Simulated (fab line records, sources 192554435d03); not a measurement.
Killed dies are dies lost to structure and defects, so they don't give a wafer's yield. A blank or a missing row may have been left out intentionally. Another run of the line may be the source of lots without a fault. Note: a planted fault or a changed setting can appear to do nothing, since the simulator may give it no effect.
The same fault as seen by 2 desks -- flow n5Finfet -- only its own numbers are on each desk; what lay behind them is given at the end

== THE DEFECT DESK ==
Per lot, the means of the sampled wafers with a number show what the inspections along the route counted. Marked OUT: a lot whose mean sits more than 4 standard deviations from the usual mean, which makes it out of limits; the brackets give that distance.
Columns: A = rawDefectCount at N5_SD_EPI_P_INSPECT_26, usual 186; B = rawDefectCount at N5_SD_ACTIVATION_INSPECT_02, usual 187
lot,first seen here,A,B
L518,day 3 15:56,208,206
L520,day 4 03:00,198,187
L522,day 4 16:26,167,174
L523,day 4 19:15,151,140
L529,day 6 14:26,522 (+8.8) OUT,499 (+8.2) OUT
L531,day 6 23:18,543 (+9.4) OUT,548 (+9.5) OUT
L533,day 7 11:49,178,182
L536,day 8 06:56,242,242
L538,day 8 16:37,200,194
L539,day 8 23:19,138,137
This desk's verdict: out of limits on L529, L531, starting with L529 at day 6 14:26 (rawDefectCount at N5_SD_EPI_P_INSPECT_26). Within limits: L518, L520, L522, L523, L533, L536, L538, L539.

== AT THE METROLOGY DESK ==
What the gauges read for every lot (on any tool): the sampled wafers with a number, averaged. Marked OUT: a lot whose mean sits more than 4 standard deviations from the usual mean, which makes it out of limits; the brackets give that distance. Of its 10 readings 7 are shown: those that lie furthest out on some lot.
Columns: A = DIBL_N at N5_BEOL_M4_RC_MEAS_101, usual 36.2 mV/V; B = DIBL_P at N5_BEOL_M4_RC_MEAS_101, usual 36.5 mV/V; C = IOFF_P at N5_BEOL_M4_RC_MEAS_101, usual 0.22 nA/um; D = ION_N at N5_BEOL_M4_RC_MEAS_101, usual 675 uA/um; E = ION_P at N5_BEOL_M4_RC_MEAS_101, usual 463 uA/um; F = SS_P at N5_BEOL_M4_RC_MEAS_101, usual 73.4 mV/dec; G = VT_P at N5_BEOL_M4_RC_MEAS_101, usual -250 mV
lot,first seen here,A,B,C,D,E,F,G
L518,day 7 23:32,35.0,32.1,0.16,660,453,72.3,-254
L520,day 8 07:55,37.4,37.8,0.22,674,459,74.2,-252
L522,day 8 21:22,37.2,37.2,0.25,680,470,73.3,-245
L523,day 9 08:58,36.2,36.8,0.24,680,465,74.2,-248
L529,day 11 08:35,36.4,36.2,0.23,669,465,73.7,-248
L531,day 11 16:50,36.1,37.2,0.19,678,465,73.5,-253
L533,day 12 08:26,35.7,36.0,0.19,673,466,72.9,-251
L538,day 13 01:31,37.5,39.6,0.23,672,458,73.6,-251
L536,day 13 01:37,34.8,35.0,0.24,678,472,72.7,-244
L539,day 14 05:14,38.5,38.1,0.25,672,462,75.0,-250
This desk's finding: nothing out of limits on any of the 10 lots.

== ALL TOGETHER ==
The defect desk could have raised an alarm at day 6 14:26, on L529, L531.
From the metrology desk's view, nothing was out of limits.
The metrology desk holds a record of L529, L531, inside its limits.
Every lot named ran N5_SD_EPI_P_VAPOR_ETCH_44 on epiRpcvd-04.

== WHAT THE SIMULATOR HAD INSERTED ==
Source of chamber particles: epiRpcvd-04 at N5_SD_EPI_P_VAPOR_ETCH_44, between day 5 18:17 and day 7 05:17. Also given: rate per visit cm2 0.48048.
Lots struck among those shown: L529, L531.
Hours from the fault's start to each desk's first reading out of limits: the defect desk, 20.
